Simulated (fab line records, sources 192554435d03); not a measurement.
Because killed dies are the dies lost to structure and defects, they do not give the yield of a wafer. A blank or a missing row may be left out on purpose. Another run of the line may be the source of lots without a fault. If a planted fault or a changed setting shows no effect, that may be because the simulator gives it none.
Chamber matching | flow n5 finfet | N5_BEOL_M9_CMP_52 on cmp-03: 4 sister chambers
The step polishes, stops on SiCOH lowk, t overpolish 7 s, target thk 140 nm. 27 wafers are shown with their chamber, then 12 later ones without.

## WAFERS WITH THEIR CHAMBER
wafer  | chamber | motor current A (A) | time to endpoint s (s) | barrier field endpoint s (s)
L074.1 | 3       | 4.9                 | 67                     | 29.3
L074.3 | 0       | 6.0                 | 66                     | 29.3
L074.5 | 0       | 5.7                 | 64                     | 29.2
L077.1 | 1       | 6.5                 | 72                     | 30.6
L077.4 | 0       | 5.9                 | 68                     | 30.0
L077.6 | 2       | 6.1                 | 65                     | 29.2
L079.2 | 1       | 6.2                 | 68                     | 29.4
L079.3 | 3       | 5.3                 | 69                     | 29.4
L079.5 | 1       | 5.9                 | 69                     | 30.0
L081.1 | 3       | 4.9                 | 67                     | 28.7
L081.2 | 0       | 6.0                 | 62                     | 28.1
L081.6 | 1       | 6.3                 | 68                     | 29.3
L083.2 | 3       | 4.9                 | 68                     | 30.0
L083.4 | 2       | 6.3                 | 66                     | 29.4
L083.6 | 1       | 6.9                 | 69                     | 30.1
L085.2 | 1       | 6.6                 | 68                     | 29.8
L085.5 | 3       | 4.8                 | 66                     | 29.8
L085.6 | 0       | 5.7                 | 66                     | 29.6
L087.2 | 2       | 6.5                 | 59                     | 27.9
L087.3 | 3       | 5.0                 | 65                     | 29.1
L087.6 | 0       | 5.8                 | 64                     | 29.0
L089.1 | 3       | 5.1                 | 65                     | 28.8
L089.4 | 2       | 6.2                 | 61                     | 28.4
L089.6 | 0       | 6.0                 | 62                     | 29.0
L091.2 | 3       | 5.1                 | 64                     | 28.0
L091.5 | 1       | 6.0                 | 70                     | 29.5
L091.6 | 2       | 6.1                 | 62                     | 28.1

SIGNATURES, as means of the wafers listed above
reading                  | chamber 0 | chamber 1 | chamber 2 | chamber 3 | scatter within a chamber
motor current A          | 5.871     | 6.343     | 6.240     | 5.000     | 0.223
time to endpoint s       | 64.57     | 69.14     | 62.60     | 66.38     | 2.04
barrier field endpoint s | 29.171    | 29.814    | 28.600    | 29.137    | 0.591
Rule: distance of a wafer from a chamber = root of the sum over the readings of ((wafer's reading minus chamber's mean) / reading's scatter) squared. The wafer belongs to the nearest chamber; if the next one is less than 2 further off, it can't be placed. The scatter: take each reading less its chamber's mean, square it, sum over the shown wafers, divide by the number of wafers less the number of chambers, and take the root.

## WAFERS WHOSE CHAMBER IS MISSING
wafer  | motor current A (A) | time to endpoint s (s) | barrier field endpoint s (s)
L092.3 | 6.6                 | 65                     | 28.3
L092.5 | 6.1                 | 63                     | 28.0
L092.6 | 5.2                 | 64                     | 27.8
L093.2 | 5.8                 | 62                     | 28.6
L093.3 | 5.9                 | 63                     | 28.4
L093.4 | 6.4                 | 66                     | 29.9
L096.1 | 6.3                 | 66                     | 28.6
L096.2 | 4.9                 | 64                     | 29.2
L096.5 | 6.3                 | 64                     | 29.6
L097.3 | 6.7                 | 70                     | 29.1
L097.4 | 5.9                 | 62                     | 27.4
L097.5 | 6.2                 | 69                     | 29.4

## THE CHAMBER EACH PASSED THROUGH
wafer  | from the rows above          | in truth
L092.3 | can't be placed: 2 or 1 or 0 | 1
L092.5 | can't be placed: 2 or 0      | 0
L092.6 | can't be placed: 3 or 0      | 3
L093.2 | can't be placed: 0 or 2      | 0
L093.3 | can't be placed: 0 or 2      | 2
L093.4 | can't be placed: 1 or 0 or 2 | 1
L096.1 | can't be placed: 2 or 0 or 1 | 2
L096.2 | 3                            | 3
L096.5 | can't be placed: 2 or 0 or 1 | 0
L097.3 | 1                            | 1
L097.4 | can't be placed: 2 or 0      | 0
L097.5 | can't be placed: 1 or 0      | 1
Placed correctly: 2 of 12. Unplaceable from these rows: 10, with the true chamber sitting among the candidates in 10. Number placed wrongly: 0.
